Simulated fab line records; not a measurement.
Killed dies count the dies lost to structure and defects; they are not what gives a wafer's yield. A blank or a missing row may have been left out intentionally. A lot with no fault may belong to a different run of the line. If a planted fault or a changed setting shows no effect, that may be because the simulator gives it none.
2 desks looking at one fault :: flow n5_finfet :: each desk holds nothing but its own numbers, with what lay behind them at the end

THE METROLOGY DESK
Lot by lot, what the gauges showed, no matter which tool ran the lot: averages of those sampled wafers that carry a number. If a lot's mean is further than 4 standard deviations from the usual mean, the lot is out of limits and carries the mark OUT (the distance appears in the brackets). Only the readings that lie furthest out on some lot appear, 7 of the 10 it has.
Columns: A = DIBL_N at N5_BEOL_M4_RC_MEAS_101, usual 36.0 mV/V; B = DIBL_P at N5_BEOL_M4_RC_MEAS_101, usual 36.0 mV/V; C = IOFF_N at N5_BEOL_M4_RC_MEAS_101, usual 0.155 nA/um; D = IOFF_P at N5_BEOL_M4_RC_MEAS_101, usual 0.20 nA/um; E = ION_N at N5_BEOL_M4_RC_MEAS_101, usual 672 uA/um; F = SS_P at N5_BEOL_M4_RC_MEAS_101, usual 73.2 mV/dec; G = VT_P at N5_BEOL_M4_RC_MEAS_101, usual -251.0 mV
lot: L425
first seen here: day 8 19:25
A: 37.3
B: 37.7
C: 0.164
D: 0.22
E: 679
F: 73.4
G: -249.5

lot: L426
first seen here: day 9 17:58
A: 36.9
B: 36.1
C: 0.152
D: 0.22
E: 664
F: 73.0
G: -249.4

lot: L429
first seen here: day 10 07:34
A: 36.7
B: 36.7
C: 0.157
D: 0.21
E: 666
F: 73.5
G: -253.0

lot: L430
first seen here: day 10 11:53
A: 38.4
B: 38.4
C: 0.192
D: 0.24
E: 684
F: 73.3
G: -248.1

lot: L445
first seen here: day 13 23:21
A: 37.4
B: 35.6
C: 0.171
D: 0.22
E: 670
F: 73.8
G: -250.8
This desk's verdict: no lot among the 5 shows anything out of limits.

THE TOOL OWNER'S DESK: litho_track-02
The tool's own readings at N5_BEOL_M2_COAT_73 (time 60 s, resist thk 5 nm): means of the sampled wafers that have a number, for each lot that ran on this tool. If a lot's mean is further than 4 standard deviations from the usual mean, the lot is out of limits and carries the mark OUT (the distance appears in the brackets).
Columns: A = heater_power_total_W at N5_BEOL_M2_COAT_73, usual 391.7 W; B = spin_speed_rpm at N5_BEOL_M2_COAT_73, usual 1500.2 rpm
lot: L425
first seen here: day 7 06:08
A: 390.7
B: 1499.9

lot: L426
first seen here: day 7 12:27
A: 391.1
B: 1387.5 (-99 or more) OUT

lot: L429
first seen here: day 8 21:51
A: 391.1
B: 1388.1 (-99 or more) OUT

lot: L430
first seen here: day 8 23:53
A: 391.8
B: 1388.0 (-99 or more) OUT
Finding of this desk: L426, L429, L430 out of limits; the first was L426 at day 7 12:27, on spin_speed_rpm at N5_BEOL_M2_COAT_73. L425: within limits.

BROUGHT TOGETHER
At day 7 12:27, on L426, L429, L430, the tool owner's desk was in a position to raise an alarm.
The metrology desk saw nothing out of limits.
The metrology desk has L426, L429, L430 on record, within its limits.
Every lot named ran N5_BEOL_M2_COAT_73 on litho_track-02.

WHAT HAD BEEN PUT IN BY THE SIMULATOR
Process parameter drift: litho_track-02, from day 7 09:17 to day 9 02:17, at N5_BEOL_M2_COAT_73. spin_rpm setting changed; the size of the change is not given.
Struck lots among those shown: L426, L429, L430.
Time in hours from fault onset to the first out-of-limits reading at each desk: the tool owner's desk, 3.
